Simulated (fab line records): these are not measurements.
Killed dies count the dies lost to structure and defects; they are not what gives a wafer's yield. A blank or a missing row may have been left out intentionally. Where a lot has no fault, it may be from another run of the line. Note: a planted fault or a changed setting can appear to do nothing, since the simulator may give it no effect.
Chamber matching | flow n5 finfet | N5_BEOL_M13_TRENCH_ETCH_34 on rie diel-06: 4 sister chambers
The step etches SiOC in C4F8/O2/Ar, target depth 413.47 nm, time 162.6 s. 8 wafers are shown with their chamber, then 7 later ones without.

WAFERS WITH THEIR CHAMBER
wafer  | chamber | showerhead plenum p Torr (Torr) | drypump motor current A (A)
L075.3 | 3       | 3.62                            | 5.90
L085.1 | 0       | 3.39                            | 5.78
L085.5 | 0       | 3.39                            | 5.78
L085.6 | 1       | 3.35                            | 5.27
L089.1 | 3       | 3.61                            | 5.90
L089.4 | 1       | 3.35                            | 5.33
L092.2 | 2       | 3.49                            | 5.41
L092.4 | 2       | 3.49                            | 5.42

WAFERS WITH NO CHAMBER GIVEN
wafer  | showerhead plenum p Torr (Torr) | drypump motor current A (A)
L092.6 | 3.49                            | 5.44
L094.1 | 3.60                            | 5.89
L094.2 | 3.38                            | 5.83
L094.6 | 3.38                            | 5.80
L097.1 | 3.60                            | 5.89
L097.2 | 3.34                            | 5.38
L097.3 | 3.38                            | 5.83

CHAMBER TAKEN BY EACH
wafer  | from the rows above | in truth
L092.6 | 2                   | 2
L094.1 | 3                   | 3
L094.2 | 0                   | 0
L094.6 | 0                   | 0
L097.1 | 3                   | 3
L097.2 | 1                   | 1
L097.3 | 0                   | 0
Correctly placed: 7 of 7. Number that these rows cannot place: 0. Number placed wrongly: 0.
How it was worked out, from the rows above alone: a wafer's distance from a chamber is the root of the sum, over the readings, of the square of ((its reading less the chamber's mean) divided by the reading's scatter). The wafer belongs to the nearest chamber; if the next one is less than 2 further off, it can't be placed. A chamber's mean is the mean of its shown wafers. The scatter: take each reading less its chamber's mean, square it, sum over the shown wafers, divide by the number of wafers less the number of chambers, and take the root.
